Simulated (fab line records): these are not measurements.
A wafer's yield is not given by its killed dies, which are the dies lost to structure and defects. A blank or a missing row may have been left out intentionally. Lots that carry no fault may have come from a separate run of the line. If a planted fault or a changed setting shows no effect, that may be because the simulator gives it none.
Chamber matching | flow nand harc | NHARC_A_CHANNEL_FILL_D1_ALD_14 on ald hk-03: 4 sister chambers
The step deposits SiO2, target thk 2.5 nm, pulse time 10 s, ald cycles 25. 4 wafers are shown with their chamber, then 7 later ones without.

## EACH WAFER AND ITS CHAMBER
wafer  | chamber | heater power w (W)
L082.1 | 2       | 488
L082.6 | 3       | 490
L089.1 | 0       | 475
L089.3 | 1       | 573

## WAFERS WHOSE CHAMBER IS MISSING
wafer  | heater power w (W)
L089.6 | 586
L090.1 | 490
L090.3 | 486
L090.5 | 472
L097.2 | 476
L097.3 | 555
L097.6 | 482

## CHAMBER TAKEN BY EACH
wafer  | from the rows above          | in truth
L089.6 | 1                            | 1
L090.1 | can't be placed: 3 or 2 or 0 | 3
L090.3 | can't be placed: 2 or 3 or 0 | 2
L090.5 | can't be placed: 0 or 2 or 3 | 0
L097.2 | can't be placed: 0 or 2 or 3 | 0
L097.3 | 1                            | 1
L097.6 | can't be placed: 2 or 0 or 3 | 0
2 of 7 placed correctly. Cannot be placed on the basis of these rows: 5; the candidates contain the true chamber in 5. Wrongly placed: 0.
How it was worked out, from the rows above alone: a wafer's distance from a chamber is the root of the sum, over the readings, of the square of ((its reading less the chamber's mean) divided by the reading's scatter). The wafer belongs to the nearest chamber; if the next one is less than 2 further off, it can't be placed. A chamber's mean is the mean of its shown wafers. The scatter (one wafer shown for each chamber): square how far every hidden wafer sits from the nearest shown wafer, average those squares and take the square root.
